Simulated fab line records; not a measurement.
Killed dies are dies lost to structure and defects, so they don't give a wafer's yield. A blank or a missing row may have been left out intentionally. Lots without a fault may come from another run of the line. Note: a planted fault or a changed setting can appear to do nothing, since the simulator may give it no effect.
fab line records	flow nand-harc
[record] lots = 6	wafers = 18	last-day = 32
route steps=1302 shown A_CONTACT@1016 END@1302
lots untouched by any fault: they come from a run of this same line in which no faults occurred
start-h: hours from the record's opening day to when the first of the lot's shown wafers began	wait-h: hours elapsed since this lot's preceding step	" identical to the entry in the row above	L1.1+2: one row covering several wafers at once	- no value, or no start given	* or withheld: withheld	< > ~ a bound
route shown NAME@n: names a module that has steps shown in the file, with the first one's number in the route	usual: mean/standard deviation of fault-free wafers	same: alike in all rows	chamber/n: place in a boat	sites: readings site by site	_std_site: how widely they spread, as a standard deviation	_edge_site: outer sites' mean less inner sites'	radius-mm: how far each site lies from the wafer's centre	mask NAME#n: copy n	behind: the last tool/chamber to shape the wafer	hold: why the lot went on hold/how many hours it stayed there/how the hold came to an end	device: transistor that didn't switch, given as n, p or np	end of line: the same wafers' tests at the end of the route	a step without rows: its recipe alone	killed: at the first sort, the dies lost to defects and structure; wafer yield is something else	map: the dies of a wafer, with x for killed, . for not killed, _ for no die there
set.NAME: the run value of the setting; set.NAME@STEP: its run value at that earlier step	model.NAME: the simulator's own value behind a step, which no gauge read
lots seen at some steps along the route; tables by step, rows by wafer
services: when a tool's chamber went out of use (start-h, in hours from the record's first day, below 0 if earlier), for how many hours, and the reason
[[steps]]
[step NHARC_A_CONTACT_ETCH_122]
[recipe] source-w = withheld	pressure-mtorr = 20	bias-v = 3000	time-s = 190	target-depth-a = 18500	ar-flow-sccm = withheld	c4f8-flow-sccm = withheld	o2-flow-sccm = withheld	chemistry = C4F8/O2/Ar
[step NHARC_A_CONTACT_ETCH_123]
[recipe] source-w = withheld	pressure-mtorr = 20	bias-v = 400	time-s = 490	target-depth-a = 21100	ar-flow-sccm = withheld	c4f8-flow-sccm = 11.5	o2-flow-sccm = 7.2	chemistry = C4F8/O2/Ar
lot.wafer	tool	chamber	start-h	wait-h	rf-hours-counter-h
L453.1	har-cap-etch-03	0	605.62	0.1	60
L453.3	"	0	"	"	-
L453.4	"	1	"	"	-
L454.1	har-cap-etch-03	1	613.79	0.1	62
L454.2	"	0	"	"	62
L454.4	"	0	"	"	-
L458.2	har-cap-etch-02	1	670.11	0.1	119
L458.1	"	0	"	"	119
L458.6	"	0	"	"	-
L459.3	har-cap-etch-01	0	671.33	0.3	-
L459.4	"	1	"	"	-
L459.6	"	0	"	"	-
L461.3	har-cap-etch-03	0	688.67	0.3	-
L461.4	"	1	"	"	-
L461.6	"	1	"	"	-
L462.1	har-cap-etch-01	1	706.96	0.1	38
L462.3	"	0	"	"	-
L462.6	"	1	"	"	-
[step NHARC_A_CONTACT_ETCH_90]
[recipe] target-depth-a = 400	over-etch-frac = 0.5	time-s = 85.7	ion-energy-ev = 120	ch3f-flow-sccm = 50	o2-flow-sccm = 30	ar-flow-sccm = 200	rf-w = 500	bias-w = 100	chemistry = CH3F/O2
[usual] drypump-motor-current-A = 5.6/0.34	oes-product-au = 0.95/0.037	rf-vpp-V = 244.5/1.7	showerhead-plenum-p-Torr = 2.46/0.099	throttle-valve-pct = 20.663/0.0094
[same] over-etch-frac = 0.5
lot.wafer	tool	chamber	start-h	wait-h	drypump-motor-current-A	oes-product-au	rf-hours-counter-h	rf-vpp-V	showerhead-plenum-p-Torr	throttle-valve-pct
L453.4	rie-diel-01	1	606.60	0.6	6.0	0.99	16	243.8	2.46	20.659
L453.3	"	2	"	"	5.5	0.97	16	243.0	2.40	20.675
L453.1	"	3	"	"	6.1	1.00	13	246.0	2.58	20.670
L454.1	rie-diel-01	0	614.77	0.9	5.4	1.00	18	247.0	2.60	20.657
L454.4	"	1	"	"	6.0	0.98	21	244.5	2.46	20.659
L454.2	"	2	"	"	5.5	0.99	19	244.0	2.40	20.654
L458.2	rie-diel-04	3	671.09	0.9	5.8	0.93	22	243.4	2.40	20.650
L458.1	"	1	"	"	5.6	0.92	21	243.4	2.35	20.663
L458.6	"	0	"	"	5.1	0.94	-	243.8	2.37	20.677
L459.4	rie-diel-01	1	672.13	0.6	6.0	0.91	39	245.4	2.45	20.676
L459.3	"	2	"	"	5.5	0.92	37	242.7	2.40	20.673
L459.6	"	2	"	"	5.5	0.92	-	242.5	2.40	20.665
L461.3	rie-diel-01	2	689.50	0.7	5.5	0.91	45	243.1	2.39	20.660
L461.4	"	3	"	"	6.1	0.92	39	246.8	2.57	20.658
L461.6	"	1	"	"	6.0	0.90	-	243.4	2.45	20.666
L462.3	rie-diel-01	3	707.95	0.6	6.1	0.92	43	246.8	2.57	20.667
L462.1	"	0	"	"	5.4	0.92	46	245.8	2.59	20.664
L462.6	"	3	"	"	6.1	0.92	-	247.0	2.57	20.668
[step NHARC_A_CONTACT_ETCH_96]
[recipe] target-depth-a = 200	over-etch-frac = 0.5	time-s = 10	ion-energy-ev = 250	c4f6-flow-sccm = 25	o2-flow-sccm = 20	ar-flow-sccm = 500	rf-w = 600	bias-w = 500	chemistry = C4F6/O2
[usual] drypump-motor-current-A = 5.7/0.33	oes-product-au = 0.965/0.028	rf-vpp-V = 547/3.2	showerhead-plenum-p-Torr = 3.94/0.15	throttle-valve-pct = 26.904/0.0091
[same] over-etch-frac = 0.5
lot.wafer	tool	chamber	start-h	wait-h	drypump-motor-current-A	oes-product-au	rf-hours-counter-h	rf-vpp-V	showerhead-plenum-p-Torr	throttle-valve-pct
L453.3	rie-diel-01	0	-	-	5.4	1.006	13	552	4.15	26.905
L453.1	"	2	"	"	5.5	0.991	16	544	3.84	26.907
L453.4	"	3	"	"	6.1	1.006	13	552	4.11	26.905
L454.1	rie-diel-01	2	-	-	5.5	0.985	19	546	3.84	26.905
L454.4	"	3	"	"	6.1	0.994	16	551	4.11	26.900
L454.2	"	1	"	"	6.0	0.987	21	545	3.92	26.930
L458.2	rie-diel-04	2	-	-	5.7	0.944	17	550	4.09	26.911
L458.1	"	0	"	"	5.1	0.955	23	542	3.79	26.890
L458.6	"	3	"	"	5.8	0.973	-	545	3.84	26.903
L459.3	rie-diel-01	1	-	-	6.0	0.943	39	548	3.91	26.920
L459.4	"	0	"	"	5.4	0.936	37	550	4.13	26.913
L459.6	"	2	"	"	5.5	0.933	-	545	3.83	26.893
L461.3	rie-diel-01	1	-	-	6.0	0.948	47	547	3.90	26.904
L461.4	"	2	"	"	5.5	0.932	45	545	3.82	26.915
L461.6	"	1	"	"	6.0	0.944	-	546	3.90	26.904
L462.1	rie-diel-01	0	-	-	5.4	0.927	46	549	4.12	26.909
L462.3	"	2	"	"	5.5	0.936	48	546	3.82	26.888
L462.6	"	3	"	"	6.1	0.934	-	549	4.09	26.897
[step NHARC_A_CONTACT_CD_MEAS_53]
[usual] cd-nm = 289.7/0.65
lot.wafer	tool	chamber	start-h	wait-h	cd-nm
L453.1	cd-sem-03	-	606.82	-	289.9
L453.3	"	-	"	"	289.3
L453.4	"	-	"	"	289.7
L454.1	cd-sem-02	-	614.99	-	289.7
L454.2	"	-	"	"	289.2
L454.4	"	-	"	"	289.0
L458.1	cd-sem-01	-	671.31	-	290.8
L458.2	"	-	"	"	289.2
L458.6	"	-	"	"	289.5
L459.3	cd-sem-02	-	672.36	-	289.3
L459.4	"	-	"	"	289.1
L459.6	"	-	"	"	289.3
L461.3	cd-sem-03	-	689.70	-	289.8
L461.4	"	-	"	"	289.3
L461.6	"	-	"	"	289.7
L462.1	cd-sem-03	-	708.16	-	289.2
L462.3	"	-	"	"	288.9
L462.6	"	-	"	"	288.6
[step NHARC_A_CONTACT_STRIP_99]
[recipe] n2-flow-sccm = 150	h2-flow-sccm = 150	ar-flow-sccm = 0	bias-w = 0	chemistry = N2/H2
[step NHARC_A_CONTACT_STRIP_100]
[recipe] cf4-flow-sccm = 100	chf3-flow-sccm = 30	ar-flow-sccm = 0	bias-w = 0	chemistry = CF4/CHF3
[step NHARC_A_CONTACT_STRIP_101]
[recipe] o2-flow-sccm = 400	cos-flow-sccm = 20	ar-flow-sccm = 0	bias-w = 0	chemistry = O2/COS
[step NHARC_A_CONTACT_ETCH_102]
[recipe] target-depth-a = 1000	overetch-a = 100	time-s = 55	ion-energy-ev = 100	cf4-flow-sccm = 80	o2-flow-sccm = 20	ar-flow-sccm = 0	rf-w = 300	bias-w = 100	chemistry = CF4/O2
[usual] drypump-motor-current-A = 5.6/0.34	oes-product-au = 0.996/0.0089	rf-vpp-V = 197.8/1.4	showerhead-plenum-p-Torr = 1.33/0.054	throttle-valve-pct = 13.398/0.0098
lot.wafer	tool	chamber	start-h	wait-h	drypump-motor-current-A	oes-product-au	rf-hours-counter-h	rf-vpp-V	showerhead-plenum-p-Torr	throttle-valve-pct
L453.4	rie-diel-01	3	607.11	0.1	6.1	0.998	13	199.3	1.40	13.409
L453.3	"	0	"	"	5.4	0.997	13	200.0	1.42	13.413
L453.1	"	1	"	"	6.0	0.985	16	198.4	1.33	13.412
L454.2	rie-diel-01	1	615.29	0.1	6.0	0.990	21	198.4	1.33	13.393
L454.4	"	2	"	"	5.5	0.989	19	198.3	1.30	13.386
L454.1	"	3	"	"	6.1	0.989	16	198.7	1.40	13.406
L458.1	rie-diel-06	0	671.63	0.1	5.3	0.999	0	195.2	1.27	13.395
L458.2	"	1	"	"	5.6	1.004	0	200.4	1.43	13.393
L458.6	"	0	"	"	5.2	1.000	-	195.4	1.26	13.403
L459.3	rie-diel-04	3	672.65	0.0	5.8	1.006	22	199.1	1.30	13.402
L459.4	"	1	"	"	5.6	0.983	22	196.2	1.27	13.381
L459.6	"	0	"	"	5.1	1.004	-	196.0	1.29	13.401
L461.3	rie-diel-01	2	689.99	0.1	5.5	0.988	45	198.2	1.30	13.390
L461.4	"	0	"	"	5.4	0.981	43	200.2	1.41	13.388
L461.6	"	2	"	"	5.5	0.986	-	196.5	1.30	13.396
L462.1	rie-diel-04	2	708.46	0.1	5.7	1.002	24	200.0	1.39	13.398
L462.3	"	3	"	"	5.8	1.009	31	196.4	1.30	13.405
L462.6	"	1	"	"	5.6	0.998	-	196.9	1.27	13.392
[step NHARC_A_CONTACT_STRIP_55]
[recipe] o2-flow-sccm = 500	ar-flow-sccm = 0	bias-w = 0	chemistry = O2
[usual] drypump-motor-current-A = 5.6/0.35	oes-product-au = 0.997/0.0089	rf-vpp-V = 57.7/0.91	showerhead-plenum-p-Torr = 3.53/0.14	throttle-valve-pct = 17.035/0.0091
lot.wafer	tool	chamber	start-h	wait-h	drypump-motor-current-A	oes-product-au	rf-hours-counter-h	rf-vpp-V	showerhead-plenum-p-Torr	throttle-valve-pct
L453.3	rie-diel-01	3	-	-	6.1	1.005	13	59.8	3.70	17.037
L453.4	"	1	"	"	6.0	0.995	16	57.7	3.53	17.015
L453.1	"	2	"	"	5.5	0.988	16	59.2	3.45	17.048
L454.2	rie-diel-01	0	-	-	5.4	0.993	18	57.5	3.73	17.033
L454.1	"	1	"	"	6.0	0.990	21	56.9	3.52	17.052
L454.4	"	2	"	"	5.5	0.988	19	56.7	3.45	17.018
L458.2	rie-diel-06	2	-	-	6.3	0.994	0	58.0	3.50	17.007
L458.1	"	1	"	"	5.6	0.999	0	58.2	3.77	17.029
L458.6	"	2	"	"	6.3	0.992	-	59.0	3.50	17.024
L459.3	rie-diel-04	0	-	-	5.1	0.994	23	56.3	3.41	17.045
L459.4	"	3	"	"	5.8	1.001	22	57.6	3.45	17.038
L459.6	"	1	"	"	5.6	1.000	-	57.4	3.38	17.045
L461.4	rie-diel-01	0	-	-	5.4	0.990	43	57.1	3.72	17.040
L461.3	"	1	"	"	6.0	0.981	47	57.7	3.51	17.016
L461.6	"	2	"	"	5.5	0.989	-	57.8	3.44	17.030
L462.1	rie-diel-04	2	-	-	5.7	1.002	24	57.7	3.68	17.056
L462.3	"	3	"	"	5.8	1.011	31	57.8	3.44	17.028
L462.6	"	2	"	"	5.7	1.005	-	59.1	3.68	17.042
[step NHARC_A_CONTACT_STRIP_56]
[recipe] time-s = 600	temp-c = 30	chemistry = post-etch-residue-remover
[step NHARC_A_CONTACT_DEP_57]
[recipe] target-thk-a = 53000	temp-c = 400	material = aC
[step NHARC_A_CONTACT_DEP_58]
[recipe] target-thk-a = 900	target-thk-nm = 90	temp-c = 400	pressure-torr = 3.5	flow-sccm = 200	rf-w = 350	material = SiON
[usual] chamber-pressure-Torr = 3.500/0.0077	heater-power-outer-w = 482/91	heater-power-w = 775/120
lot.wafer	tool	chamber	start-h	wait-h	chamber-pressure-Torr	heater-power-outer-w	heater-power-w
L453.1	pecvd-03	2	613.92	2.7	-	-	-
L453.3	"	0	"	"	-	-	-
L453.4	"	2	"	"	-	-	-
L454.2	pecvd-01	0	620.78	2.2	-	-	-
L454.1	"	1	"	"	-	-	-
L454.4	"	1	"	"	-	-	-
L458.2	pecvd-03	1	676.77	2.2	3.485	430	658
L458.1	"	0	"	"	3.490	594	916
L458.6	"	1	"	"	3.492	434	648
L459.3	pecvd-02	2	681.88	1.7	3.503	516	838
L459.4	"	1	"	"	3.501	439	802
L459.6	"	2	"	"	3.517	495	856
L461.3	pecvd-03	1	697.37	1.7	3.505	399	597
L461.6	"	2	"	"	3.508	522	801
L461.4	"	1	"	"	3.492	393	605
L462.1	pecvd-01	0	712.36	2.7	3.501	518	791
L462.3	"	1	"	"	3.501	466	693
L462.6	"	2	"	"	3.500	329	559
[step NHARC_A_CONTACT_DEHYDRATE_59]
[recipe] temp-c = 150	time-s = 120
[step NHARC_END_SORT_01]
[recipe] temp-c = 25
[usual] killed-at-array = 55/19	killed-at-other = 0.8/1.1	killed-at-periphery = 4.0/2.6	killed-dies = 60/20	killed-open = 3.4/1.7	killed-short = 2.6/1.5
[same] gross-dies = 677
lot.wafer	tool	chamber	start-h	wait-h	hold	killed-at-array	killed-at-other	killed-at-periphery	killed-dies	killed-open	killed-short
L453.1	prober-01	0	674.59	2.5	await-dispo/6.2h/scrap	675	1	1	677	3	5
L453.3	prober-01	0	676.19	3.1	await-dispo/6.2h/scrap	672	1	4	677	6	0
L453.4	prober-01	0	676.99	3.4	await-dispo/6.2h/scrap	674	0	3	677	3	2
L454.1	prober-01	0	682.44	2.5	await-dispo/2.9h/scrap	676	0	1	677	4	6
L454.2	prober-01	0	683.24	2.8	await-dispo/2.9h/scrap	673	1	3	677	4	5
L454.4	prober-01	0	684.86	3.4	await-dispo/2.9h/scrap	671	1	5	677	1	3
L458.1	prober-02	0	739.60	2.5	-	103	0	9	112	3	1
L458.2	prober-02	0	740.40	2.8	-	94	0	7	101	3	2
L458.6	prober-02	0	743.58	4.0	-	85	1	6	92	2	0
L459.3	prober-01	0	741.15	3.1	-	44	0	4	48	3	2
L459.4	prober-01	0	741.95	3.4	-	37	0	6	43	4	3
L459.6	prober-01	0	743.56	4.0	-	38	0	2	40	4	3
L461.3	prober-01	0	763.80	3.1	-	28	0	5	33	4	0
L461.4	prober-01	0	764.60	3.4	-	32	0	6	38	6	2
L461.6	prober-01	0	766.18	4.0	-	30	0	4	34	2	2
L462.1	prober-01	0	773.22	2.5	-	51	0	9	60	4	3
L462.3	prober-01	0	774.81	3.1	-	57	2	9	68	4	3
L462.6	prober-01	0	777.20	4.0	-	43	4	8	55	3	2
// killed by level:class
L453.1 A_CONTACT:area-dep=629 A_SLIT:chamber-film-flake=33 A_CHANNEL_HOLE_D1:chamber-film-flake=3 A_CHANNEL_HOLE_D1:geometric-particle:short=2 A_CHANNEL_FILL_D1:geometric-particle:short=2 A_CONTACT:chamber-film-flake=2 P_CONTACT:geometric-particle:open=1 A_DECK1_JOINT:geometric-particle:open=1
L453.3 A_CONTACT:area-dep=624 A_SLIT:chamber-film-flake=31 A_CHANNEL_HOLE_D1:chamber-film-flake=7 A_CONTACT:chamber-film-flake=3 P_M0:geometric-particle:open=2 A_CHANNEL_FILL_D2:chamber-film-flake=2 A_WL_FILL:geometric-particle:open=1 A_BLC:geometric-particle:open=1
L453.4 A_CONTACT:area-dep=619 A_SLIT:chamber-film-flake=25 A_CHANNEL_HOLE_D1:chamber-film-flake=12 A_STAIRCASE:chamber-film-flake=9 A_CONTACT:chamber-film-flake=6 P_CONTACT:geometric-particle:short=1 P_CONTACT:geometric-particle:open=1 A_DECK1_JOINT:geometric-particle:open=1
L454.1 A_CONTACT:area-dep=603 A_SLIT:chamber-film-flake=37 A_STAIRCASE:chamber-film-flake=7 A_WL_FILL:chamber-film-flake=6 A_CHANNEL_HOLE_D2:chamber-film-flake=5 A_CHANNEL_HOLE_D1:chamber-film-flake=3 A_CHANNEL_FILL_D2:chamber-film-flake=3 A_M0:geometric-particle:short=2
L454.2 A_CONTACT:area-dep=618 A_SLIT:chamber-film-flake=25 A_CHANNEL_HOLE_D2:chamber-film-flake=6 A_STAIRCASE:chamber-film-flake=4 A_M1:chamber-film-flake=3 A_CHANNEL_FILL_D1:geometric-particle:short=2 A_CHANNEL_FILL_D1:geometric-particle:open=2 P_M2:chamber-film-flake=2
L454.4 A_CONTACT:area-dep=614 A_SLIT:chamber-film-flake=31 A_CHANNEL_HOLE_D1:chamber-film-flake=7 A_CHANNEL_HOLE_D2:chamber-film-flake=5 A_M1:chamber-film-flake=4 A_WL_FILL:chamber-film-flake=3 P_M2:chamber-film-flake=2 A_STAIRCASE:chamber-film-flake=2
L458.1 A_CHANNEL_HOLE_D1:chamber-film-flake=34 A_SLIT:chamber-film-flake=29 A_CHANNEL_HOLE_D2:chamber-film-flake=15 A_STAIRCASE:chamber-film-flake=7 A_CONTACT:chamber-film-flake=6 A_WL_FILL:chamber-film-flake=4 P_GATE:chamber-film-flake=3 P_M2:chamber-film-flake=3
L458.2 A_CHANNEL_HOLE_D1:chamber-film-flake=38 A_SLIT:chamber-film-flake=20 A_CHANNEL_HOLE_D2:chamber-film-flake=16 A_CONTACT:chamber-film-flake=7 A_STAIRCASE:chamber-film-flake=3 A_WL_FILL:chamber-film-flake=3 P_GATE:chamber-film-flake=2 P_CONTACT:chamber-film-flake=2
L459.3 A_CHANNEL_HOLE_D1:chamber-film-flake=31 A_STAIRCASE:chamber-film-flake=3 A_CONTACT:chamber-film-flake=3 A_SLIT:chamber-film-flake=2 P_M0:geometric-particle:open=1 A_CHANNEL_FILL_D1:geometric-particle:short=1 A_DECK1_JOINT:geometric-particle:open=1 A_ONON_D2:geometric-particle:open=1
L459.4 A_CHANNEL_HOLE_D1:chamber-film-flake=26 A_SLIT:chamber-film-flake=3 A_CONTACT:chamber-film-flake=3 P_GATE:chamber-film-flake=2 A_STAIRCASE:chamber-film-flake=2 P_STI:geometric-particle:open=1 P_CONTACT:geometric-particle:open=1 P_M0:geometric-particle:open=1
L459.6 A_CHANNEL_HOLE_D1:chamber-film-flake=27 A_STAIRCASE:chamber-film-flake=3 P_STI:geometric-particle:open=1 P_M2:geometric-particle:open=1 A_SOURCE_PLATE:geometric-particle:short=1 A_ONON_D2:geometric-particle:short=1 A_ONON_D2:geometric-particle:open=1 A_CHANNEL_FILL_D2:geometric-particle:short=1
L458.6 A_CHANNEL_HOLE_D1:chamber-film-flake=32 A_SLIT:chamber-film-flake=24 A_CHANNEL_HOLE_D2:chamber-film-flake=12 A_CONTACT:chamber-film-flake=10 A_STAIRCASE:chamber-film-flake=4 P_GATE:chamber-film-flake=3 A_WL_FILL:chamber-film-flake=3 P_GATE:geometric-particle:open=1
L461.3 A_CHANNEL_HOLE_D1:chamber-film-flake=9 A_CONTACT:chamber-film-flake=5 P_M0:chamber-film-flake=3 A_STAIRCASE:chamber-film-flake=3 A_ZERO_WELL:chamber-film-flake=2 A_CHANNEL_HOLE_D2:chamber-film-flake=2 A_CHANNEL_FILL_D2:chamber-film-flake=2 A_SLIT:chamber-film-flake=2
L461.4 A_CHANNEL_HOLE_D1:chamber-film-flake=10 A_SLIT:chamber-film-flake=6 A_STAIRCASE:chamber-film-flake=3 A_CONTACT:chamber-film-flake=3 A_ONON_D2:geometric-particle:open=2 P_M0:chamber-film-flake=2 P_STI:geometric-particle:open=1 P_M0:geometric-particle:open=1
L461.6 A_CHANNEL_HOLE_D1:chamber-film-flake=14 A_SLIT:chamber-film-flake=5 P_M0:chamber-film-flake=3 A_CHANNEL_FILL_D2:chamber-film-flake=3 A_SGD_CUT:geometric-particle:short=2 A_STAIRCASE:chamber-film-flake=2 P_CONTACT:geometric-particle:open=1 A_ONON_D1:geometric-particle:open=1
L462.1 A_SLIT:chamber-film-flake=30 A_CONTACT:chamber-film-flake=7 P_STI:chamber-film-flake=6 P_M0:geometric-particle:open=2 A_ZERO_WELL:chamber-film-flake=2 A_CHANNEL_HOLE_D1:unspecified=2 A_WL_FILL:chamber-film-flake=2 A_CHANNEL_HOLE_D1:geometric-particle:short=1
L462.3 A_SLIT:chamber-film-flake=35 A_CONTACT:chamber-film-flake=12 P_STI:chamber-film-flake=5 P_GATE:chamber-film-flake=2 THIN_TSV:chamber-film-flake=2 P_GATE:geometric-particle:open=1 P_M0:geometric-particle:open=1 A_CHANNEL_HOLE_D1:geometric-particle:short=1
L462.6 A_SLIT:chamber-film-flake=31 P_STI:chamber-film-flake=6 A_CONTACT:chamber-film-flake=4 THIN_TSV:chamber-film-flake=3 P_GATE:chamber-film-flake=2 A_CHANNEL_FILL_D1:geometric-particle:open=1 A_ONON_D2:geometric-particle:short=1 A_ONON_D2:geometric-particle:open=1
// map L453.1 (x killed, . not)
____________x____________
_________xxxxxxx_________
_______xxxxxxxxxxx_______
______xxxxxxxxxxxxx______
_____xxxxxxxxxxxxxxx_____
____xxxxxxxxxxxxxxxxx____
____xxxxxxxxxxxxxxxxx____
___xxxxxxxxxxxxxxxxxxx___
___xxxxxxxxxxxxxxxxxxx___
__xxxxxxxxxxxxxxxxxxxxx__
__xxxxxxxxxxxxxxxxxxxxx__
_xxxxxxxxxxxxxxxxxxxxxxx_
_xxxxxxxxxxxxxxxxxxxxxxx_
_xxxxxxxxxxxxxxxxxxxxxxx_
_xxxxxxxxxxxxxxxxxxxxxxx_
_xxxxxxxxxxxxxxxxxxxxxxx_
xxxxxxxxxxxxxxxxxxxxxxxxx
xxxxxxxxxxxxxxxxxxxxxxxxx
xxxxxxxxxxxxxxxxxxxxxxxxx
xxxxxxxxxxxxxxxxxxxxxxxxx
xxxxxxxxxxxxxxxxxxxxxxxxx
_xxxxxxxxxxxxxxxxxxxxxxx_
_xxxxxxxxxxxxxxxxxxxxxxx_
_xxxxxxxxxxxxxxxxxxxxxxx_
_xxxxxxxxxxxxxxxxxxxxxxx_
_xxxxxxxxxxxxxxxxxxxxxxx_
__xxxxxxxxxxxxxxxxxxxxx__
__xxxxxxxxxxxxxxxxxxxxx__
___xxxxxxxxxxxxxxxxxxx___
___xxxxxxxxxxxxxxxxxxx___
____xxxxxxxxxxxxxxxxx____
____xxxxxxxxxxxxxxxxx____
_____xxxxxxxxxxxxxxx_____
______xxxxxxxxxxxxx______
_______xxxxxxxxxxx_______
_________xxxxxxx_________
____________x____________
// map L454.1 (x killed, . not)
____________x____________
_________xxxxxxx_________
_______xxxxxxxxxxx_______
______xxxxxxxxxxxxx______
_____xxxxxxxxxxxxxxx_____
____xxxxxxxxxxxxxxxxx____
____xxxxxxxxxxxxxxxxx____
___xxxxxxxxxxxxxxxxxxx___
___xxxxxxxxxxxxxxxxxxx___
__xxxxxxxxxxxxxxxxxxxxx__
__xxxxxxxxxxxxxxxxxxxxx__
_xxxxxxxxxxxxxxxxxxxxxxx_
_xxxxxxxxxxxxxxxxxxxxxxx_
_xxxxxxxxxxxxxxxxxxxxxxx_
_xxxxxxxxxxxxxxxxxxxxxxx_
_xxxxxxxxxxxxxxxxxxxxxxx_
xxxxxxxxxxxxxxxxxxxxxxxxx
xxxxxxxxxxxxxxxxxxxxxxxxx
xxxxxxxxxxxxxxxxxxxxxxxxx
xxxxxxxxxxxxxxxxxxxxxxxxx
xxxxxxxxxxxxxxxxxxxxxxxxx
_xxxxxxxxxxxxxxxxxxxxxxx_
_xxxxxxxxxxxxxxxxxxxxxxx_
_xxxxxxxxxxxxxxxxxxxxxxx_
_xxxxxxxxxxxxxxxxxxxxxxx_
_xxxxxxxxxxxxxxxxxxxxxxx_
__xxxxxxxxxxxxxxxxxxxxx__
__xxxxxxxxxxxxxxxxxxxxx__
___xxxxxxxxxxxxxxxxxxx___
___xxxxxxxxxxxxxxxxxxx___
____xxxxxxxxxxxxxxxxx____
____xxxxxxxxxxxxxxxxx____
_____xxxxxxxxxxxxxxx_____
______xxxxxxxxxxxxx______
_______xxxxxxxxxxx_______
_________xxxxxxx_________
____________x____________
[[services]]
tool	chamber	start-h	hours	kind
rie-diel-06	-	588.48	2.4	repair
pecvd-02	-	590.62	13.0	pm
rie-diel-01	0	591.32	-	clean
rie-diel-01	1	591.32	-	clean
rie-diel-01	2	591.32	-	clean
rie-diel-01	3	591.32	-	clean
rie-diel-04	1	591.59	3.2	repair
rie-diel-01	0	615.82	-	clean
rie-diel-01	1	615.82	-	clean
rie-diel-01	2	615.82	-	clean
rie-diel-01	3	615.82	-	clean
rie-diel-01	0	636.26	1.2	repair
rie-diel-06	1	641.37	7.3	repair
rie-diel-01	0	642.73	-	clean
rie-diel-01	1	642.73	-	clean
rie-diel-01	2	642.73	-	clean
pecvd-01	2	653.45	14.0	repair
rie-diel-06	-	661.70	9.0	pm
rie-diel-01	3	664.64	4.5	repair
pecvd-01	-	673.45	13.0	pm
pecvd-03	2	674.02	5.4	repair
pecvd-02	0	674.74	9.3	repair
rie-diel-04	-	708.96	9.0	pm
har-cap-etch-02	-	710.27	0.4	repair
[[key]]
[first-sign] step = NHARC_A_CONTACT_DEP_58	reading = tool-record	direction = missing
[effect] step = NHARC_END_SORT_01	reading = killed-at-array	direction = up	sigmas = 32	usual = 55	struck = 674
[more-kills-born-at] NHARC_A_CONTACT_DEP_58@pecvd-03 = 1872	NHARC_A_CONTACT_DEP_58@pecvd-01 = 1835
met-at NHARC_A_CONTACT_DEP_58
struck-wafers L453.1,L453.3,L453.4,L454.1,L454.2,L454.4
later-rows-left-out L453.1,L453.3,L453.4,L454.1,L454.2,L454.4
tester-left-out L453,L454
[fault] kind = skipped-step-whole	tool = pecvd-01,pecvd-03	chamber = -	onset-h = 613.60	steps = NHARC_A_CONTACT_DEP_58	scope = struck-lots-only
// tester-left-out: of these lots the tester's yield and bins aren't shown, on N5 and GAA mostly nor the transistor test; their killed dies are dies lost to structure and defects alone, not to doping, threshold or leakage, so they don't give the yield
// later-rows-left-out: the simulator's readings of these wafers behind a module that went badly wrong aren't trusted and aren't shown, but for the sort
